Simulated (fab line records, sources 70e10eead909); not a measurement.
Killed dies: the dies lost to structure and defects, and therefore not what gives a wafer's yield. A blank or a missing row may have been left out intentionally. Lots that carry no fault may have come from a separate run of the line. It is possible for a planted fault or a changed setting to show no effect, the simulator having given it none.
fab line records	flow nandHarc
record lots=14	wafers=42	lastDay=35
route steps=1302 shown A_STAIRCASE@670
lots untouched by any fault: they come from a run of this same line in which no faults occurred
startH: the number of hours between the record's first day and the start of the first shown wafer of the lot	waitH: hours since the lot's step before	" same as the row above	L1.1+2: a row that stands for several wafers	- no value present, or no start provided	* or withheld: withheld	< > ~ a bound
route shown NAME@n: a module of which the file shows steps, and the number in the route of the first	usual: mean/standard deviation taken from wafers without a fault	same: alike in all rows	chamber/n: place in a boat	sites: per-site readings	_std_site: how widely they spread, as a standard deviation	_edge_site: outer sites' mean less inner sites'	radiusMm: for every site, how far away it sits from the centre of the wafer	mask NAME#n: copy n	behind: the most recent tool/chamber to have shaped the wafer	hold: the reason the lot was held/the length of the hold in hours/how it ended	device: which transistor (n, p or np) failed to switch	end of line: at the end of the route, the tests of the same wafers	step lacking rows: just its recipe	killed: dies lost to structure and defects at the first sort, not the wafer's yield	map: a wafer's dies, x killed, . not, _ none there
set.NAME: the setting as run; set.NAME@STEP: as run at that earlier step	model.NAME: the simulator's own value behind a step, which no gauge read
one table for each step of the route and one row for each wafer, over a sample of lots
services: from which hour (startH, from the record's first day; less than 0 if before it) a tool's chamber was out of use, for how many hours, and why
## steps
# step NHARC_A_STAIRCASE_TRIM_14
# recipe timeS=211.2	o2FlowSccm=500	arFlowSccm=0	biasW=0	chemistry=O2
# usual drypumpMotorCurrentA=5.7/0.57	oesProductAu=1.003/0.0073	rfVppV=57.7/0.88	showerheadPlenumPTorr=3.49/0.14	throttleValvePct=17.037/0.0099
lot.wafer	tool	chamber	startH	waitH	drypumpMotorCurrentA	oesProductAu	rfHoursCounterH	rfVppV	showerheadPlenumPTorr	throttleValvePct
L875.2	rieDiel-04	3	-	-	6.2	1.002	55	59.2	3.61	17.045
L875.3	"	1	"	"	5.0	1.005	53	57.0	3.32	17.022
L875.6	"	0	"	"	4.6	1.005	-	57.4	3.77	17.048
L876.1	rieDiel-07	1	-	-	5.7	1.012	27	56.9	3.46	17.045
L876.4	"	2	"	"	5.9	1.010	23	57.1	3.50	17.031
L876.5	"	1	"	"	5.7	1.008	-	57.7	3.46	17.052
L877.4	rieDiel-04	0	-	-	4.6	1.010	8	57.7	3.77	17.033
L877.3	"	1	"	"	4.9	1.013	7	56.7	3.32	17.039
L877.1	"	3	"	"	6.2	1.003	7	58.0	3.60	17.039
L880.2	rieDiel-04	0	-	-	4.6	0.995	12	59.5	3.77	17.038
L880.1	"	2	"	"	5.8	0.997	8	57.3	3.45	17.039
L880.4	"	3	"	"	6.2	0.995	10	58.5	3.60	17.036
L881.4	rieDiel-07	3	-	-	6.1	1.003	43	58.4	3.40	17.028
L881.5	"	1	"	"	5.7	1.007	-	56.4	3.46	17.033
L881.6	"	2	"	"	5.9	1.003	-	56.3	3.49	17.052
L888.2	rieDiel-04	2	-	-	5.8	1.008	42	56.8	3.43	17.037
L888.4	"	1	"	"	5.0	1.013	-	57.2	3.30	17.048
L888.5	"	2	"	"	5.8	1.005	-	57.9	3.43	17.028
L889.1	rieDiel-04	0	-	-	4.6	0.994	46	57.6	3.75	17.036
L889.4	"	3	"	"	6.2	1.001	47	56.7	3.58	17.038
L889.5	"	1	"	"	4.9	1.006	-	56.7	3.30	17.028
L891.1	rieDiel-07	2	-	-	5.9	0.998	9	56.5	3.47	17.044
L891.5	"	2	"	"	5.9	0.987	-	58.8	3.47	17.041
L891.6	"	3	"	"	6.1	1.001	-	56.5	3.39	17.028
L893.3	rieDiel-07	2	-	-	5.9	0.989	13	56.5	3.47	17.034
L893.1	"	3	"	"	6.1	0.996	13	57.2	3.38	17.033
L893.6	"	0	"	"	6.5	1.003	-	58.2	3.70	17.021
L895.4	rieDiel-04	1	-	-	4.9	1.002	1	57.2	3.29	17.040
L895.5	"	0	"	"	4.7	1.002	-	59.1	3.74	17.039
L895.6	"	1	"	"	5.0	0.998	-	56.0	3.29	17.040
L894.3	rieDiel-04	1	-	-	4.9	1.019	1	56.6	3.29	17.037
L894.5	"	2	"	"	5.8	1.006	-	58.1	3.42	17.033
L894.6	"	3	"	"	6.2	1.022	-	57.0	3.57	17.038
L897.2	rieDiel-10	2	-	-	6.0	1.010	46	56.7	3.30	17.026
L897.3	"	0	"	"	6.3	1.005	45	57.9	3.51	17.034
L897.1	"	1	"	"	5.2	1.008	49	55.4	3.38	17.037
L896.1	rieDiel-04	3	-	-	6.2	0.997	8	58.4	3.57	17.032
L896.2	"	1	"	"	4.9	1.001	7	57.4	3.29	17.026
L896.5	"	3	"	"	6.2	1.001	-	57.8	3.57	17.038
L898.3	rieDiel-07	2	-	-	5.9	1.009	32	58.5	3.46	17.016
L898.2	"	3	"	"	6.1	1.012	35	56.5	3.37	17.049
L898.5	"	2	"	"	5.9	1.005	-	56.6	3.46	17.044
# step NHARC_A_STAIRCASE_TRIM_22
# recipe timeS=211.2	o2FlowSccm=500	arFlowSccm=0	biasW=0	chemistry=O2
# usual drypumpMotorCurrentA=5.7/0.54	oesProductAu=1.002/0.0066	rfVppV=57.7/0.89	showerheadPlenumPTorr=3.48/0.14	throttleValvePct=17.037/0.0095
lot.wafer	tool	chamber	startH	waitH	drypumpMotorCurrentA	oesProductAu	rfHoursCounterH	rfVppV	showerheadPlenumPTorr	throttleValvePct
L875.3	rieDiel-04	0	-	-	4.6	1.015	59	58.3	3.77	17.054
L875.2	"	1	"	"	4.9	0.998	53	57.8	3.32	17.038
L875.6	"	0	"	"	4.6	1.009	-	58.2	3.77	17.020
L876.4	rieDiel-07	0	-	-	6.5	1.005	28	59.0	3.73	17.054
L876.1	"	1	"	"	5.7	0.995	28	57.8	3.46	17.031
L876.5	"	1	"	"	5.7	1.009	-	58.6	3.46	17.032
L877.1	rieDiel-10	2	383.80	0.1	5.9	1.002	37	56.7	3.33	17.033
L877.3	"	2	"	"	5.9	0.986	-	56.9	3.33	17.031
L877.4	"	1	"	"	5.1	1.015	-	57.8	3.42	17.033
L880.1	rieDiel-04	2	-	-	5.8	1.016	8	59.3	3.45	17.044
L880.4	"	3	"	"	6.2	1.011	11	56.9	3.60	17.021
L880.2	"	0	"	"	4.6	0.993	12	59.5	3.77	17.049
L881.4	rieDiel-04	3	-	-	6.2	1.000	18	58.9	3.60	17.049
L881.6	"	2	"	"	5.8	1.003	-	58.9	3.45	17.036
L881.5	"	3	"	"	6.2	1.005	-	57.1	3.60	17.048
L888.2	rieDiel-04	1	-	-	4.9	1.004	44	57.4	3.30	17.020
L888.5	"	3	"	"	6.2	1.008	-	57.5	3.58	17.021
L888.4	"	2	"	"	5.8	1.012	-	57.6	3.43	17.037
L889.4	rieDiel-04	3	-	-	6.2	0.997	47	56.9	3.58	17.039
L889.1	"	2	"	"	5.8	0.996	47	58.1	3.43	17.036
L889.5	"	3	"	"	6.2	0.997	-	57.5	3.58	17.036
L891.1	rieDiel-04	1	-	-	5.0	1.003	49	57.6	3.29	17.057
L891.6	"	1	"	"	5.0	0.998	-	54.4	3.29	17.042
L891.5	"	2	"	"	5.8	1.001	-	56.5	3.43	17.021
L893.1	rieDiel-04	2	-	-	5.8	0.992	57	59.5	3.42	17.032
L893.3	"	0	"	"	4.6	0.993	56	57.8	3.74	17.043
L893.6	"	2	"	"	5.8	0.996	-	57.3	3.42	17.038
L895.4	rieDiel-04	2	-	-	5.8	0.997	1	58.3	3.42	17.044
L895.5	"	3	"	"	6.2	1.003	-	58.1	3.57	17.030
L895.6	"	0	"	"	4.6	1.003	-	57.1	3.74	17.046
L894.3	rieDiel-10	3	-	-	5.6	1.003	34	58.2	3.38	17.034
L894.6	"	3	"	"	5.6	0.997	-	58.4	3.38	17.030
L894.5	"	0	"	"	6.3	0.990	-	56.1	3.51	17.050
L897.1	rieDiel-10	3	-	-	5.5	0.998	41	56.0	3.38	17.038
L897.2	"	0	"	"	6.3	1.009	46	57.3	3.51	17.032
L897.3	"	1	"	"	5.2	1.004	49	57.4	3.38	17.032
L896.2	rieDiel-10	1	-	-	5.2	1.002	50	58.1	3.38	17.059
L896.1	"	3	"	"	5.5	1.001	42	58.6	3.38	17.033
L896.5	"	1	"	"	5.2	0.998	-	57.3	3.38	17.044
L898.2	rieDiel-07	0	-	-	6.5	1.005	27	55.7	3.69	17.033
L898.3	"	1	"	"	5.7	1.006	30	56.8	3.43	17.031
L898.5	"	0	"	"	6.5	1.002	-	59.9	3.69	17.039
# step NHARC_A_STAIRCASE_TRIM_26
# recipe timeS=211.2	o2FlowSccm=500	arFlowSccm=0	biasW=0	chemistry=O2
# usual drypumpMotorCurrentA=5.7/0.56	oesProductAu=1.002/0.0075	rfVppV=57.7/0.83	showerheadPlenumPTorr=3.48/0.14	throttleValvePct=17.035/0.0075
lot.wafer	tool	chamber	startH	waitH	drypumpMotorCurrentA	oesProductAu	rfHoursCounterH	rfVppV	showerheadPlenumPTorr	throttleValvePct
L875.3	rieDiel-04	3	-	-	6.2	1.014	55	56.1	3.61	17.029
L875.2	"	1	"	"	5.0	1.006	53	57.6	3.32	17.026
L875.6	"	3	"	"	6.2	1.004	-	58.6	3.61	17.033
L876.4	rieDiel-07	0	-	-	6.5	1.007	28	57.2	3.73	17.043
L876.1	"	3	"	"	6.1	1.006	24	57.9	3.41	17.042
L876.5	"	1	"	"	5.7	1.003	-	58.0	3.46	17.028
L877.1	rieDiel-10	1	-	-	5.2	1.003	42	57.9	3.42	17.043
L877.3	"	2	"	"	6.0	1.007	-	56.3	3.33	17.030
L877.4	"	1	"	"	5.2	1.007	-	57.4	3.42	17.038
L880.2	rieDiel-04	1	-	-	4.9	1.011	10	55.9	3.31	17.038
L880.1	"	2	"	"	5.8	1.009	9	57.7	3.45	17.045
L880.4	"	3	"	"	6.2	1.005	11	57.4	3.60	17.035
L881.4	rieDiel-04	3	-	-	6.2	0.996	18	57.1	3.60	17.040
L881.5	"	0	"	"	4.6	0.995	-	58.9	3.76	17.048
L881.6	"	1	"	"	4.9	0.994	-	58.0	3.31	17.044
L888.2	rieDiel-04	2	-	-	5.8	0.999	43	58.2	3.43	17.041
L888.4	"	1	"	"	4.9	0.990	-	56.3	3.30	17.050
L888.5	"	3	"	"	6.2	1.002	-	57.4	3.58	17.036
L889.1	rieDiel-04	1	-	-	5.0	0.996	45	58.0	3.30	17.037
L889.4	"	0	"	"	4.6	0.995	47	58.5	3.75	17.047
L889.5	"	2	"	"	5.8	1.001	-	58.4	3.43	17.043
L891.1	rieDiel-04	1	-	-	4.9	0.996	49	57.0	3.29	17.041
L891.6	"	0	"	"	4.6	0.995	-	57.8	3.74	17.035
L891.5	"	1	"	"	5.0	0.993	-	56.1	3.29	17.028
L893.1	rieDiel-04	1	-	-	5.0	0.992	53	56.9	3.29	17.037
L893.3	"	2	"	"	5.8	0.995	58	57.5	3.42	17.031
L893.6	"	3	"	"	6.2	1.000	-	58.3	3.57	17.032
L895.4	rieDiel-04	1	-	-	4.9	0.995	2	57.2	3.29	17.027
L895.5	"	1	"	"	4.9	0.995	-	57.2	3.29	17.036
L895.6	"	2	"	"	5.7	0.993	-	58.3	3.42	17.038
L894.3	rieDiel-10	1	-	-	5.2	1.000	43	57.7	3.39	17.024
L894.5	"	0	"	"	6.3	1.000	-	57.2	3.51	17.045
L894.6	"	1	"	"	5.2	0.997	-	58.4	3.39	17.024
L897.2	rieDiel-10	3	-	-	5.6	0.999	41	56.7	3.38	17.035
L897.3	"	0	"	"	6.2	1.010	46	57.9	3.51	17.048
L897.1	"	1	"	"	5.2	1.006	49	56.8	3.38	17.043
L896.2	rieDiel-10	3	-	-	5.6	1.011	42	57.1	3.38	17.026
L896.1	"	2	"	"	5.9	1.005	48	57.3	3.30	17.038
L896.5	"	0	"	"	6.3	1.010	-	58.2	3.51	17.025
L898.2	rieDiel-07	0	-	-	6.5	1.007	27	58.8	3.69	17.028
L898.3	"	2	"	"	5.9	0.992	33	57.3	3.46	17.023
L898.5	"	3	"	"	6.1	1.017	-	56.7	3.37	17.036
# step NHARC_A_STAIRCASE_EXPOSE_181
# recipe na=0.5	doseMj=27.87	maskId=STAIR_2
# usual exposureDoseMJCm2=27.878/0.026	focusOffsetNm=0.0/0.51
lot.wafer	tool	chamber	startH	waitH	mask	exposureDoseMJCm2	focusOffsetNm
L875.2	krfScanner-02	0	355.40	-	STAIR_2#0	27.858	0.7
L875.3	"	0	"	"	STAIR_2#0	27.837	0.3
L875.6	"	0	"	"	STAIR_2#0	27.869	-0.1
L876.1	krfScanner-04	0	365.13	-	STAIR_2#0	27.890	0.0
L876.4	"	0	"	"	STAIR_2#0	27.855	0.0
L876.5	"	0	"	"	STAIR_2#0	27.850	0.0
L877.1	krfScanner-02	0	386.07	-	STAIR_2#0	27.828	0.0
L877.3	"	0	"	"	STAIR_2#0	27.845	0.6
L877.4	"	0	"	"	STAIR_2#0	27.823	-0.2
L880.1	krfScanner-04	0	395.56	-	STAIR_2#0	27.857	0.4
L880.2	"	0	"	"	STAIR_2#0	27.903	0.1
L880.4	"	0	"	"	STAIR_2#0	27.865	0.3
L881.4	krfScanner-02	0	412.01	-	STAIR_2#0	27.852	-0.2
L881.5	"	0	"	"	STAIR_2#0	27.883	-1.1
L881.6	"	0	"	"	STAIR_2#0	27.886	0.2
L888.2	krfScanner-04	-	493.21	-	STAIR_2#0	-	-
L888.4	"	-	"	"	STAIR_2#0	-	-
L888.5	"	-	"	"	STAIR_2#0	-	-
L889.1	krfScanner-02	-	503.90	-	STAIR_2#0	-	-
L889.4	"	-	"	"	STAIR_2#0	-	-
L889.5	"	-	"	"	STAIR_2#0	-	-
L891.1	krfScanner-02	0	521.27	-	STAIR_2#0	27.911	-0.1
L891.5	"	0	"	"	STAIR_2#0	27.917	0.0
L891.6	"	0	"	"	STAIR_2#0	27.932	-0.2
L893.1	krfScanner-02	0	532.01	-	STAIR_2#0	27.903	0.3
L893.3	"	0	"	"	STAIR_2#0	27.928	0.1
L893.6	"	0	"	"	STAIR_2#0	27.886	1.0
L895.4	krfScanner-03	0	551.32	-	STAIR_2#0	27.834	0.4
L895.5	"	0	"	"	STAIR_2#0	27.911	-0.3
L895.6	"	0	"	"	STAIR_2#0	27.862	0.0
L894.3	krfScanner-02	0	551.79	-	STAIR_2#0	27.931	0.2
L894.5	"	0	"	"	STAIR_2#0	27.888	-1.1
L894.6	"	0	"	"	STAIR_2#0	27.895	0.0
L897.1	krfScanner-02	0	570.05	-	STAIR_2#0	27.867	0.6
L897.2	"	0	"	"	STAIR_2#0	27.912	0.4
L897.3	"	0	"	"	STAIR_2#0	27.860	0.2
L896.1	krfScanner-02	0	574.11	-	STAIR_2#0	27.896	0.1
L896.2	"	0	"	"	STAIR_2#0	27.828	0.2
L896.5	"	0	"	"	STAIR_2#0	27.872	0.2
L898.2	krfScanner-04	0	594.26	-	STAIR_2#0	27.846	0.1
L898.3	"	0	"	"	STAIR_2#0	27.845	0.2
L898.5	"	0	"	"	STAIR_2#0	27.828	-0.4
## services
tool	chamber	startH	hours	kind
rieDiel-04	0	336.58	-	clean
krfScanner-04	-	344.26	1.5	repair
rieDiel-10	2	348.90	2.8	repair
krfScanner-04	-	354.00	4.0	pm
rieDiel-04	-	355.41	9.0	pm
rieDiel-07	0	364.85	8.3	repair
rieDiel-10	0	379.77	7.1	repair
krfScanner-03	-	396.00	4.0	pm
rieDiel-07	1	408.63	3.9	repair
rieDiel-07	3	411.93	19.5	repair
krfScanner-04	-	414.53	4.9	repair
rieDiel-10	-	419.56	9.0	pm
krfScanner-02	-	438.01	4.0	pm
krfScanner-03	-	442.04	2.2	repair
rieDiel-07	-	468.92	0.6	repair
rieDiel-07	-	471.23	9.0	pm
rieDiel-04	0	488.14	4.4	repair
rieDiel-04	1	492.65	4.0	repair
krfScanner-04	-	513.78	0.4	repair
krfScanner-04	-	526.00	4.0	pm
rieDiel-04	-	532.41	9.0	pm
rieDiel-07	-	550.42	0.9	repair
rieDiel-07	0	562.55	12.0	repair
krfScanner-03	-	568.00	4.0	pm
## key
firstSign step=NHARC_A_STAIRCASE_EXPOSE_181	reading=toolRecord	direction=missing
effect none on later readings
metAt NHARC_A_STAIRCASE_EXPOSE_181
struckLots L888,L889
laterRowsLeftOut L888.2,L888.4,L888.5,L889.1,L889.4,L889.5
sortLeftOut L888.2,L888.4,L888.5,L889.1,L889.4,L889.5
testerLeftOut L888,L889
notActingAt NHARC_A_STAIRCASE_TRIM_14,NHARC_A_STAIRCASE_TRIM_22,NHARC_A_STAIRCASE_TRIM_26
onsetBetween 412.01 493.21
fault kind=skippedStepWhole	tool=krfScanner-02,krfScanner-04	chamber=-	onsetH=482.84	steps=NHARC_A_STAIRCASE_EXPOSE_181	scope=struckLotsOnly
# testerLeftOut: of these lots the tester's yield and bins aren't shown, on N5 and GAA mostly nor the transistor test; their killed dies are dies lost to structure and defects alone, not to doping, threshold or leakage, so they don't give the yield
# sortLeftOut: the simulated sort isn't trusted on such a fault, so these wafers' sort isn't shown, and their yield isn't known
# laterRowsLeftOut: the simulator's readings of these wafers behind a module that went badly wrong aren't trusted and aren't shown, but for the sort
